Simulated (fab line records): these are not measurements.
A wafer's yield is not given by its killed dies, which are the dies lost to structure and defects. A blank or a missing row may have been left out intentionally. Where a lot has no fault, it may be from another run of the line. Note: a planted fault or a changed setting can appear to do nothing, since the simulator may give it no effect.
Struck lot and sound lot, side by side | flow nandHarc | 17 steps out of a route of 1302
Sound: wafers L318.1, L318.3, L318.5. Struck: wafers L327.3, L327.4, L327.5. The cause comes at the end.
At each step with rows: each side's tool, then ch and its chambers, then its first start. Under that, the readings that differ: sound wafers | struck wafers | difference of the means | sigmas: that difference in standard deviations of wafers without a fault.
alike: readings whose means differ by less than 2 such deviations, and words and numbers that are the same on both sides. not compared: withheld readings, readings that some wafer has no value for, bounds like >300 that may hide the same value, and numbers for which the record gives no deviation and whose values overlap.
The two part at a step that has a row with sigmas, a row that says differs or no value, or rows on one side only. Numbers that have no deviation but don't overlap get no sigmas and don't part them. Lack of a reading on every wafer of one side parts them only where that side has two or more wafers.

NHARC_A_WL_FILL_INSPECT_15:
  sound on defectInspect-01 at day 23 16:43; struck on defectInspect-02 at day 27 22:10
  alike: rawDefectCount
NHARC_A_CONTACT_DEP_24: deposits SiO2, target thk 500 nm.
  sound on pecvd-04 ch 0,1,2, day 23 16:47; struck on pecvd-02 ch 0,1,2, day 27 22:18
  alike: heaterPowerW, susceptorTempC, throttleValvePct
NHARC_A_CONTACT_DEP_28: deposits aC, target thk 7000 nm.
  sound on aclDep-01 ch 0, day 23 17:23; struck on aclDep-02 ch 0, day 28 00:16
reading            | sound | struck               | difference                   | sigmas
susceptorTempC (C) | - - - | 400.08 400.16 400.13 | no value on the sound wafers | 
  alike: throttleValvePct
NHARC_A_CONTACT_DEP_29: deposits SiON, target thk 100 nm.
  sound on pecvd-04 ch 0,1,2, day 23 21:36; struck on pecvd-03 ch 0,2, day 28 03:11
  alike: heaterPowerW, susceptorTempC
then, 7 steps without rows for these wafers: NHARC_A_CONTACT_DEHYDRATE_32 (time 120 s); NHARC_A_CONTACT_HMDS_33 (time 30 s); NHARC_A_CONTACT_COAT_34 (time 75 s); NHARC_A_CONTACT_COAT_35 (time 65 s); NHARC_A_CONTACT_COAT_36 (resist thk 90 nm); NHARC_A_CONTACT_SOFTBAKE_37 (time 55 s); NHARC_A_CONTACT_EBR_38.
NHARC_A_CONTACT_EXPOSE_39: exposes mask A CC 3.
  sound on arfiScanner-02 ch 0, day 23 22:11; struck on arfiScanner-03 ch 0, day 28 03:47
reading           | sound             | struck            | difference | sigmas
exposureDoseMJCm2 | 58.85 58.71 58.73 | 43.29 43.36 43.25 | -15.46     | -53
  alike: mask, reticleTempC
then, 2 steps without rows for these wafers: NHARC_A_CONTACT_PEB_40 (peb time 65 s); NHARC_A_CONTACT_DEVELOP_41 (develop time 35 s).
NHARC_A_CONTACT_CD_MEAS_42 targets a cd of 300 nm.
  sound on cdSem-02 ch 0, day 23 22:20; struck on cdSem-01 ch 0, day 28 03:55
reading   | sound             | struck            | difference | sigmas
cdNm (nm) | 299.5 299.8 299.6 | 288.3 288.5 287.8 | -11.4      | -25
NHARC_A_CONTACT_OVL_MEAS_43:
  sound on overlay-02 at day 23 22:25; struck on overlay-01 at day 28 04:01
  alike: overlayXNm, overlayYNm
-- the record jumps here: 3 days lie between the struck wafers' starts before and after (it left off in module A_CONTACT and takes up again in module END, whose first step shown is number 1302 of the route) --
NHARC_END_SORT_01:
  the record has rows for the struck wafers here (prober-02 ch 0, day 31 04:17) and none for the sound ones

## WHERE THEY PART
Earliest at NHARC_A_CONTACT_DEP_28; latest, in this record, at NHARC_END_SORT_01.

WHY: what had been put in by the simulator
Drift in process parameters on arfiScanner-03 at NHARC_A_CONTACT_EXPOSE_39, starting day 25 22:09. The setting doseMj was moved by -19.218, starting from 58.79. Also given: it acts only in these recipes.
